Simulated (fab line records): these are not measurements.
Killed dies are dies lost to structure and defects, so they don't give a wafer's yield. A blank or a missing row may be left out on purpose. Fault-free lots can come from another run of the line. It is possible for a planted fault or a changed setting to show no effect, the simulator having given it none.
fab line records / flow nandHarc
record lots=13 wafers=39 lastDay=33
route steps=1302 shown A_M1@1184
lots that met no fault: from a run of the same line without faults
startH: the number of hours between the record's first day and the start of the first shown wafer of the lot / waitH: hours from the lot's prior step to this one / " unchanged from the row above / L1.1+2: a single row standing in for several wafers / - value missing, or start not given / * or withheld: withheld / < > ~ a bound
route shown NAME@n: a module of which the file shows steps, and the number in the route of the first / usual: mean/standard deviation of fault-free wafers / same: alike in all rows / chamber/n: place in a boat / sites: readings site by site / _std_site: how widely they spread, as a standard deviation / _edge_site: the outer-site mean with the inner-site mean subtracted / radiusMm: how far each site lies from the wafer's centre / mask NAME#n: copy n / behind: tool/chamber where the wafer was last shaped / hold: what put the lot on hold/how long, in hours/how the hold closed / device: the n, p or np transistor that did not switch / end of line: tests run on the same wafers once the route is complete / a step given without rows: its recipe and nothing more / killed: dies that structure and defects cost at the first sort, which is not the same as the wafer's yield / map: a wafer's dies, x killed, . not, _ none there
set.NAME: the setting the step ran with; set.NAME@STEP: the setting that earlier step ran with / model.NAME: the simulator's own value behind a step, which no gauge read
one table for each step of the route and one row for each wafer, over a sample of lots
services: when a tool's chamber went out of use (startH, in hours from the record's first day, below 0 if earlier), for how many hours, and the reason
## steps
# step NHARC_A_M1_ETCH_15
# recipe targetDepthA=1825 timeS=91.2 c4f8FlowSccm=withheld arFlowSccm=400 rfW=600 biasW=300 chemistry=C4F8/Ar
# usual oesProductAu=0.959/0.019 rfVppV=439.9/2.2
lot.wafer=L148.2 tool=rieDiel-08 chamber=2 startH=- waitH=- oesProductAu=0.975 rfHoursCounterH=5 rfVppV=440.5
lot.wafer=L148.1 tool=rieDiel-08 chamber=0 startH=- waitH=- oesProductAu=0.962 rfHoursCounterH=4 rfVppV=441.8
lot.wafer=L148.6 tool=rieDiel-08 chamber=1 startH=- waitH=- oesProductAu=0.952 rfHoursCounterH=- rfVppV=440.6
lot.wafer=L149.2 tool=rieDiel-05 chamber=1 startH=- waitH=- oesProductAu=0.931 rfHoursCounterH=8 rfVppV=440.5
lot.wafer=L149.3 tool=rieDiel-05 chamber=2 startH=- waitH=- oesProductAu=0.935 rfHoursCounterH=8 rfVppV=441.8
lot.wafer=L149.4 tool=rieDiel-05 chamber=0 startH=- waitH=- oesProductAu=0.920 rfHoursCounterH=9 rfVppV=435.9
lot.wafer=L150.2 tool=rieDiel-05 chamber=3 startH=- waitH=- oesProductAu=0.981 rfHoursCounterH=8 rfVppV=437.3
lot.wafer=L150.1 tool=rieDiel-05 chamber=0 startH=- waitH=- oesProductAu=0.972 rfHoursCounterH=9 rfVppV=436.1
lot.wafer=L150.5 tool=rieDiel-05 chamber=3 startH=- waitH=- oesProductAu=0.979 rfHoursCounterH=- rfVppV=437.4
lot.wafer=L151.2 tool=rieDiel-05 chamber=3 startH=- waitH=- oesProductAu=0.954 rfHoursCounterH=8 rfVppV=436.7
lot.wafer=L151.4 tool=rieDiel-05 chamber=0 startH=- waitH=- oesProductAu=0.971 rfHoursCounterH=9 rfVppV=437.8
lot.wafer=L151.6 tool=rieDiel-05 chamber=3 startH=- waitH=- oesProductAu=0.962 rfHoursCounterH=- rfVppV=438.8
lot.wafer=L153.1 tool=rieDiel-05 chamber=3 startH=- waitH=- oesProductAu=0.957 rfHoursCounterH=10 rfVppV=438.8
lot.wafer=L153.2 tool=rieDiel-05 chamber=1 startH=- waitH=- oesProductAu=0.941 rfHoursCounterH=9 rfVppV=440.5
lot.wafer=L153.5 tool=rieDiel-05 chamber=3 startH=- waitH=- oesProductAu=0.954 rfHoursCounterH=- rfVppV=436.0
lot.wafer=L152.2 tool=rieDiel-08 chamber=2 startH=- waitH=- oesProductAu=0.992 rfHoursCounterH=0 rfVppV=441.3
lot.wafer=L152.3 tool=rieDiel-08 chamber=3 startH=- waitH=- oesProductAu=0.979 rfHoursCounterH=0 rfVppV=442.2
lot.wafer=L152.6 tool=rieDiel-08 chamber=0 startH=- waitH=- oesProductAu=0.958 rfHoursCounterH=- rfVppV=441.6
lot.wafer=L155.1 tool=rieDiel-08 chamber=2 startH=- waitH=- oesProductAu=0.978 rfHoursCounterH=1 rfVppV=442.1
lot.wafer=L155.3 tool=rieDiel-08 chamber=3 startH=- waitH=- oesProductAu=0.947 rfHoursCounterH=1 rfVppV=442.4
lot.wafer=L155.6 tool=rieDiel-08 chamber=0 startH=- waitH=- oesProductAu=0.959 rfHoursCounterH=- rfVppV=441.1
lot.wafer=L156.1 tool=rieDiel-05 chamber=3 startH=- waitH=- oesProductAu=0.935 rfHoursCounterH=1 rfVppV=437.6
lot.wafer=L156.3 tool=rieDiel-05 chamber=2 startH=- waitH=- oesProductAu=0.923 rfHoursCounterH=1 rfVppV=440.9
lot.wafer=L156.5 tool=rieDiel-05 chamber=0 startH=- waitH=- oesProductAu=0.924 rfHoursCounterH=- rfVppV=435.6
lot.wafer=L159.3 tool=rieDiel-12 chamber=1 startH=- waitH=- oesProductAu=0.945 rfHoursCounterH=0 rfVppV=439.7
lot.wafer=L159.6 tool=rieDiel-12 chamber=0 startH=- waitH=- oesProductAu=0.966 rfHoursCounterH=- rfVppV=436.7
lot.wafer=L159.5 tool=rieDiel-12 chamber=1 startH=- waitH=- oesProductAu=0.949 rfHoursCounterH=- rfVppV=437.6
lot.wafer=L166.1 tool=rieDiel-05 chamber=0 startH=- waitH=- oesProductAu=0.925 rfHoursCounterH=6 rfVppV=436.8
lot.wafer=L166.5 tool=rieDiel-05 chamber=2 startH=- waitH=- oesProductAu=0.924 rfHoursCounterH=- rfVppV=441.4
lot.wafer=L166.6 tool=rieDiel-05 chamber=3 startH=- waitH=- oesProductAu=0.932 rfHoursCounterH=- rfVppV=438.3
lot.wafer=L168.1 tool=rieDiel-08 chamber=3 startH=- waitH=- oesProductAu=0.970 rfHoursCounterH=5 rfVppV=442.5
lot.wafer=L168.3 tool=rieDiel-08 chamber=0 startH=- waitH=- oesProductAu=0.962 rfHoursCounterH=4 rfVppV=441.0
lot.wafer=L168.6 tool=rieDiel-08 chamber=2 startH=- waitH=- oesProductAu=0.976 rfHoursCounterH=- rfVppV=441.7
lot.wafer=L170.1 tool=rieDiel-08 chamber=0 startH=- waitH=- oesProductAu=0.960 rfHoursCounterH=0 rfVppV=440.9
lot.wafer=L170.4 tool=rieDiel-08 chamber=1 startH=- waitH=- oesProductAu=0.946 rfHoursCounterH=0 rfVppV=437.7
lot.wafer=L170.3 tool=rieDiel-08 chamber=2 startH=- waitH=- oesProductAu=0.973 rfHoursCounterH=0 rfVppV=441.6
lot.wafer=L171.4 tool=rieDiel-05 chamber=1 startH=- waitH=- oesProductAu=0.965 rfHoursCounterH=9 rfVppV=441.1
lot.wafer=L171.2 tool=rieDiel-05 chamber=3 startH=- waitH=- oesProductAu=0.978 rfHoursCounterH=8 rfVppV=437.3
lot.wafer=L171.5 tool=rieDiel-05 chamber=2 startH=- waitH=- oesProductAu=0.958 rfHoursCounterH=- rfVppV=442.0
# step NHARC_A_M1_CD_MEAS_16
# usual cdNm=119.8/0.76
lot.wafer=L148.1 tool=cdSem-01 chamber=- startH=537.41 waitH=- cdNm=119.5
lot.wafer=L148.2 tool=cdSem-01 chamber=- startH=537.41 waitH=- cdNm=119.1
lot.wafer=L148.6 tool=cdSem-01 chamber=- startH=537.41 waitH=- cdNm=119.1
lot.wafer=L149.2 tool=cdSem-01 chamber=- startH=539.12 waitH=- cdNm=118.7
lot.wafer=L149.3 tool=cdSem-01 chamber=- startH=539.12 waitH=- cdNm=119.9
lot.wafer=L149.4 tool=cdSem-01 chamber=- startH=539.12 waitH=- cdNm=119.1
lot.wafer=L150.1 tool=cdSem-01 chamber=- startH=546.26 waitH=- cdNm=118.5
lot.wafer=L150.2 tool=cdSem-01 chamber=- startH=546.26 waitH=- cdNm=120.3
lot.wafer=L150.5 tool=cdSem-01 chamber=- startH=546.26 waitH=- cdNm=119.5
lot.wafer=L151.2 tool=cdSem-01 chamber=- startH=547.32 waitH=- cdNm=120.3
lot.wafer=L151.4 tool=cdSem-01 chamber=- startH=547.32 waitH=- cdNm=119.1
lot.wafer=L151.6 tool=cdSem-01 chamber=- startH=547.32 waitH=- cdNm=119.4
lot.wafer=L153.1 tool=cdSem-03 chamber=- startH=567.71 waitH=- cdNm=120.0
lot.wafer=L153.2 tool=cdSem-03 chamber=- startH=567.71 waitH=- cdNm=119.5
lot.wafer=L153.5 tool=cdSem-03 chamber=- startH=567.71 waitH=- cdNm=119.6
lot.wafer=L152.2 tool=cdSem-01 chamber=- startH=569.65 waitH=- cdNm=120.1
lot.wafer=L152.3 tool=cdSem-01 chamber=- startH=569.65 waitH=- cdNm=119.9
lot.wafer=L152.6 tool=cdSem-01 chamber=- startH=569.65 waitH=- cdNm=120.7
lot.wafer=L155.1 tool=cdSem-02 chamber=- startH=586.19 waitH=- cdNm=121.8
lot.wafer=L155.3 tool=cdSem-02 chamber=- startH=586.19 waitH=- cdNm=121.6
lot.wafer=L155.6 tool=cdSem-02 chamber=- startH=586.19 waitH=- cdNm=122.0
lot.wafer=L156.1 tool=cdSem-02 chamber=- startH=619.30 waitH=- cdNm=120.1
lot.wafer=L156.3 tool=cdSem-02 chamber=- startH=619.30 waitH=- cdNm=120.5
lot.wafer=L156.5 tool=cdSem-02 chamber=- startH=619.30 waitH=- cdNm=119.9
lot.wafer=L159.3 tool=cdSem-01 chamber=- startH=634.26 waitH=- cdNm=119.5
lot.wafer=L159.5 tool=cdSem-01 chamber=- startH=634.26 waitH=- cdNm=118.9
lot.wafer=L159.6 tool=cdSem-01 chamber=- startH=634.26 waitH=- cdNm=119.4
lot.wafer=L166.1 tool=cdSem-01 chamber=- startH=711.03 waitH=- cdNm=119.8
lot.wafer=L166.5 tool=cdSem-01 chamber=- startH=711.03 waitH=- cdNm=120.4
lot.wafer=L166.6 tool=cdSem-01 chamber=- startH=711.03 waitH=- cdNm=119.6
lot.wafer=L168.1 tool=cdSem-03 chamber=- startH=721.91 waitH=- cdNm=118.9
lot.wafer=L168.3 tool=cdSem-03 chamber=- startH=721.91 waitH=- cdNm=119.4
lot.wafer=L168.6 tool=cdSem-03 chamber=- startH=721.91 waitH=- cdNm=120.1
lot.wafer=L170.1 tool=cdSem-02 chamber=- startH=750.30 waitH=- cdNm=118.4
lot.wafer=L170.3 tool=cdSem-02 chamber=- startH=750.30 waitH=- cdNm=118.8
lot.wafer=L170.4 tool=cdSem-02 chamber=- startH=750.30 waitH=- cdNm=119.6
lot.wafer=L171.2 tool=cdSem-01 chamber=- startH=760.41 waitH=- cdNm=121.2
lot.wafer=L171.4 tool=cdSem-01 chamber=- startH=760.41 waitH=- cdNm=121.0
lot.wafer=L171.5 tool=cdSem-01 chamber=- startH=760.41 waitH=- cdNm=119.6
# step NHARC_A_M1_STRIP_19
# recipe timeS=600 tempC=30 chemistry=postEtchResidueRemover
# usual runLengthS=603.1/1.1
lot.wafer=L148.6 tool=wetBench-10 chamber=5 startH=538.29 waitH=- runLengthS=601.6
lot.wafer=L148.1 tool=wetBench-10 chamber=6 startH=538.29 waitH=- runLengthS=601.5
lot.wafer=L148.2 tool=wetBench-10 chamber=0 startH=538.29 waitH=- runLengthS=601.2
lot.wafer=L149.3 tool=wetBench-10 chamber=7 startH=539.56 waitH=- runLengthS=603.5
lot.wafer=L149.2 tool=wetBench-10 chamber=1 startH=539.56 waitH=- runLengthS=602.5
lot.wafer=L149.4 tool=wetBench-10 chamber=2 startH=539.56 waitH=- runLengthS=603.0
lot.wafer=L150.1 tool=wetBench-10 chamber=5 startH=546.70 waitH=- runLengthS=602.0
lot.wafer=L150.5 tool=wetBench-10 chamber=7 startH=546.70 waitH=- runLengthS=602.3
lot.wafer=L150.2 tool=wetBench-10 chamber=0 startH=546.70 waitH=- runLengthS=602.3
lot.wafer=L151.6 tool=wetBench-10 chamber=2 startH=547.77 waitH=- runLengthS=604.4
lot.wafer=L151.2 tool=wetBench-10 chamber=3 startH=547.77 waitH=- runLengthS=604.1
lot.wafer=L151.4 tool=wetBench-10 chamber=5 startH=547.77 waitH=- runLengthS=602.8
lot.wafer=L153.2 tool=wetBench-10 chamber=7 startH=568.16 waitH=- runLengthS=602.4
lot.wafer=L153.1 tool=wetBench-10 chamber=0 startH=568.16 waitH=- runLengthS=602.1
lot.wafer=L153.5 tool=wetBench-10 chamber=2 startH=568.16 waitH=- runLengthS=604.0
lot.wafer=L152.2 tool=wetBench-08 chamber=2 startH=570.10 waitH=- runLengthS=604.4
lot.wafer=L152.6 tool=wetBench-08 chamber=3 startH=570.10 waitH=- runLengthS=604.6
lot.wafer=L152.3 tool=wetBench-08 chamber=5 startH=570.10 waitH=- runLengthS=604.4
lot.wafer=L155.1 tool=wetBench-08 chamber=5 startH=586.65 waitH=- runLengthS=603.3
lot.wafer=L155.3 tool=wetBench-08 chamber=7 startH=586.65 waitH=- runLengthS=603.3
lot.wafer=L155.6 tool=wetBench-08 chamber=1 startH=586.65 waitH=- runLengthS=604.6
lot.wafer=L156.5 tool=wetBench-08 chamber=3 startH=619.75 waitH=- runLengthS=603.0
lot.wafer=L156.3 tool=wetBench-08 chamber=5 startH=619.75 waitH=- runLengthS=604.1
lot.wafer=L156.1 tool=wetBench-08 chamber=7 startH=619.75 waitH=- runLengthS=602.1
lot.wafer=L159.3 tool=wetBench-10 chamber=3 startH=634.70 waitH=- runLengthS=605.0
lot.wafer=L159.6 tool=wetBench-10 chamber=5 startH=634.70 waitH=- runLengthS=602.9
lot.wafer=L159.5 tool=wetBench-10 chamber=6 startH=634.70 waitH=- runLengthS=601.9
lot.wafer=L166.5 tool=wetBench-10 chamber=4 startH=711.48 waitH=- runLengthS=636.0
lot.wafer=L166.6 tool=wetBench-10 chamber=6 startH=711.48 waitH=- runLengthS=635.9
lot.wafer=L166.1 tool=wetBench-10 chamber=7 startH=711.48 waitH=- runLengthS=635.3
lot.wafer=L168.3 tool=wetBench-10 chamber=1 startH=722.37 waitH=- runLengthS=636.8
lot.wafer=L168.1 tool=wetBench-10 chamber=3 startH=722.37 waitH=- runLengthS=639.0
lot.wafer=L168.6 tool=wetBench-10 chamber=5 startH=722.37 waitH=- runLengthS=635.4
lot.wafer=L170.3 tool=wetBench-08 chamber=6 startH=750.75 waitH=- runLengthS=602.0
lot.wafer=L170.4 tool=wetBench-08 chamber=7 startH=750.75 waitH=- runLengthS=602.9
lot.wafer=L170.1 tool=wetBench-08 chamber=2 startH=750.75 waitH=- runLengthS=604.0
lot.wafer=L171.2 tool=wetBench-08 chamber=4 startH=760.86 waitH=- runLengthS=603.2
lot.wafer=L171.4 tool=wetBench-08 chamber=5 startH=760.86 waitH=- runLengthS=603.5
lot.wafer=L171.5 tool=wetBench-08 chamber=7 startH=760.86 waitH=- runLengthS=602.4
# step NHARC_A_M1_ANNEAL_31
# recipe tempC=225 timeS=90
# usual wafer_temp_C_max=225.89/0.29
lot.wafer=L148.1 tool=rtpAnneal-01 chamber=0 startH=539.48 waitH=0.3 wafer_temp_C_max=225.89
lot.wafer=L148.2 tool=rtpAnneal-01 chamber=0 startH=539.48 waitH=0.3 wafer_temp_C_max=226.03
lot.wafer=L148.6 tool=rtpAnneal-01 chamber=0 startH=539.48 waitH=0.3 wafer_temp_C_max=225.74
lot.wafer=L149.2 tool=rtpAnneal-02 chamber=0 startH=540.66 waitH=0.4 wafer_temp_C_max=225.91
lot.wafer=L149.3 tool=rtpAnneal-02 chamber=0 startH=540.66 waitH=0.4 wafer_temp_C_max=226.17
lot.wafer=L149.4 tool=rtpAnneal-02 chamber=0 startH=540.66 waitH=0.4 wafer_temp_C_max=226.09
lot.wafer=L150.1 tool=rtpAnneal-02 chamber=0 startH=547.71 waitH=- wafer_temp_C_max=225.97
lot.wafer=L150.2 tool=rtpAnneal-02 chamber=0 startH=547.71 waitH=- wafer_temp_C_max=226.60
lot.wafer=L150.5 tool=rtpAnneal-02 chamber=0 startH=547.71 waitH=- wafer_temp_C_max=225.78
lot.wafer=L151.2 tool=rtpAnneal-02 chamber=0 startH=548.82 waitH=- wafer_temp_C_max=225.69
lot.wafer=L151.4 tool=rtpAnneal-02 chamber=0 startH=548.82 waitH=- wafer_temp_C_max=225.97
lot.wafer=L151.6 tool=rtpAnneal-02 chamber=0 startH=548.82 waitH=- wafer_temp_C_max=225.97
lot.wafer=L153.1 tool=rtpAnneal-02 chamber=0 startH=569.16 waitH=- wafer_temp_C_max=226.28
lot.wafer=L153.2 tool=rtpAnneal-02 chamber=0 startH=569.16 waitH=- wafer_temp_C_max=225.70
lot.wafer=L153.5 tool=rtpAnneal-02 chamber=0 startH=569.16 waitH=- wafer_temp_C_max=225.85
lot.wafer=L152.2 tool=rtpAnneal-01 chamber=0 startH=571.20 waitH=0.4 wafer_temp_C_max=225.86
lot.wafer=L152.3 tool=rtpAnneal-01 chamber=0 startH=571.20 waitH=0.4 wafer_temp_C_max=225.55
lot.wafer=L152.6 tool=rtpAnneal-01 chamber=0 startH=571.20 waitH=0.4 wafer_temp_C_max=225.46
lot.wafer=L155.1 tool=rtpAnneal-02 chamber=0 startH=587.67 waitH=- wafer_temp_C_max=226.48
lot.wafer=L155.3 tool=rtpAnneal-02 chamber=0 startH=587.67 waitH=- wafer_temp_C_max=226.56
lot.wafer=L155.6 tool=rtpAnneal-02 chamber=0 startH=587.67 waitH=- wafer_temp_C_max=226.50
lot.wafer=L156.1 tool=rtpAnneal-02 chamber=0 startH=620.77 waitH=- wafer_temp_C_max=226.23
lot.wafer=L156.3 tool=rtpAnneal-02 chamber=0 startH=620.77 waitH=- wafer_temp_C_max=226.09
lot.wafer=L156.5 tool=rtpAnneal-02 chamber=0 startH=620.77 waitH=- wafer_temp_C_max=226.20
lot.wafer=L159.3 tool=rtpAnneal-01 chamber=0 startH=635.81 waitH=0.3 wafer_temp_C_max=225.77
lot.wafer=L159.5 tool=rtpAnneal-01 chamber=0 startH=635.81 waitH=0.3 wafer_temp_C_max=225.59
lot.wafer=L159.6 tool=rtpAnneal-01 chamber=0 startH=635.81 waitH=0.3 wafer_temp_C_max=225.59
lot.wafer=L166.1 tool=rtpAnneal-02 chamber=0 startH=712.48 waitH=- wafer_temp_C_max=226.00
lot.wafer=L166.5 tool=rtpAnneal-02 chamber=0 startH=712.48 waitH=- wafer_temp_C_max=226.43
lot.wafer=L166.6 tool=rtpAnneal-02 chamber=0 startH=712.48 waitH=- wafer_temp_C_max=225.66
lot.wafer=L168.1 tool=rtpAnneal-02 chamber=0 startH=723.38 waitH=0.3 wafer_temp_C_max=226.20
lot.wafer=L168.3 tool=rtpAnneal-02 chamber=0 startH=723.38 waitH=0.3 wafer_temp_C_max=225.87
lot.wafer=L168.6 tool=rtpAnneal-02 chamber=0 startH=723.38 waitH=0.3 wafer_temp_C_max=226.26
lot.wafer=L170.1 tool=rtpAnneal-01 chamber=0 startH=751.74 waitH=- wafer_temp_C_max=225.76
lot.wafer=L170.3 tool=rtpAnneal-01 chamber=0 startH=751.74 waitH=- wafer_temp_C_max=225.56
lot.wafer=L170.4 tool=rtpAnneal-01 chamber=0 startH=751.74 waitH=- wafer_temp_C_max=225.84
lot.wafer=L171.2 tool=rtpAnneal-01 chamber=0 startH=761.94 waitH=- wafer_temp_C_max=225.66
lot.wafer=L171.4 tool=rtpAnneal-01 chamber=0 startH=761.94 waitH=- wafer_temp_C_max=225.82
lot.wafer=L171.5 tool=rtpAnneal-01 chamber=0 startH=761.94 waitH=- wafer_temp_C_max=225.77
## services
tool=rieDiel-08 chamber=3 startH=520.79 hours=17.5 kind=repair
tool=rieDiel-08 chamber=- startH=544.85 hours=9.0 kind=pm
tool=wetBench-08 chamber=- startH=557.08 hours=2.7 kind=repair
tool=rieDiel-05 chamber=3 startH=564.24 hours=1.6 kind=repair
tool=rieDiel-08 chamber=2 startH=576.63 hours=2.7 kind=repair
tool=rieDiel-05 chamber=- startH=583.63 hours=9.0 kind=pm
tool=rieDiel-12 chamber=0 startH=589.49 hours=4.4 kind=repair
tool=rieDiel-12 chamber=0 startH=600.73 hours=12.2 kind=repair
tool=rieDiel-08 chamber=0 startH=622.13 hours=3.6 kind=repair
tool=rieDiel-12 chamber=- startH=622.45 hours=9.0 kind=pm
tool=rieDiel-08 chamber=2 startH=624.44 hours=2.7 kind=repair
tool=wetBench-08 chamber=- startH=646.40 hours=8.0 kind=pm
tool=rieDiel-12 chamber=3 startH=646.90 hours=7.6 kind=repair
tool=wetBench-10 chamber=- startH=663.20 hours=8.0 kind=pm
tool=wetBench-10 chamber=0 startH=671.20 hours=- kind=consumableReplace:bath
tool=wetBench-10 chamber=0 startH=671.20 hours=- kind=consumableReplace:filter
tool=wetBench-10 chamber=1 startH=671.20 hours=- kind=consumableReplace:bath
tool=wetBench-10 chamber=1 startH=671.20 hours=- kind=consumableReplace:filter
tool=rieDiel-08 chamber=2 startH=711.99 hours=8.9 kind=repair
tool=rieDiel-12 chamber=0 startH=718.73 hours=3.1 kind=repair
tool=rieDiel-08 chamber=- startH=721.85 hours=9.0 kind=pm
tool=rieDiel-05 chamber=3 startH=724.20 hours=3.7 kind=repair
tool=rtpAnneal-02 chamber=- startH=744.00 hours=12.0 kind=pm
tool=rieDiel-05 chamber=- startH=760.63 hours=9.0 kind=pm
## key
firstSign step=NHARC_A_M1_STRIP_19 reading=runLengthS direction=up sigmas=30 usual=* struck=*
effect none on later readings
metAt NHARC_A_M1_STRIP_19
struckLots L166,L168
notActingAt NHARC_A_M1_ETCH_15,NHARC_A_M1_CD_MEAS_16,NHARC_A_M1_ANNEAL_31
onsetBetween 634.70 711.48
fault kind=processParameterDrift tool=wetBench-10 chamber=- onsetH=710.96 steps=NHARC_A_M1_STRIP_19 channel=timeS offset=* shape=step endH=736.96 actsIn=* stated=*
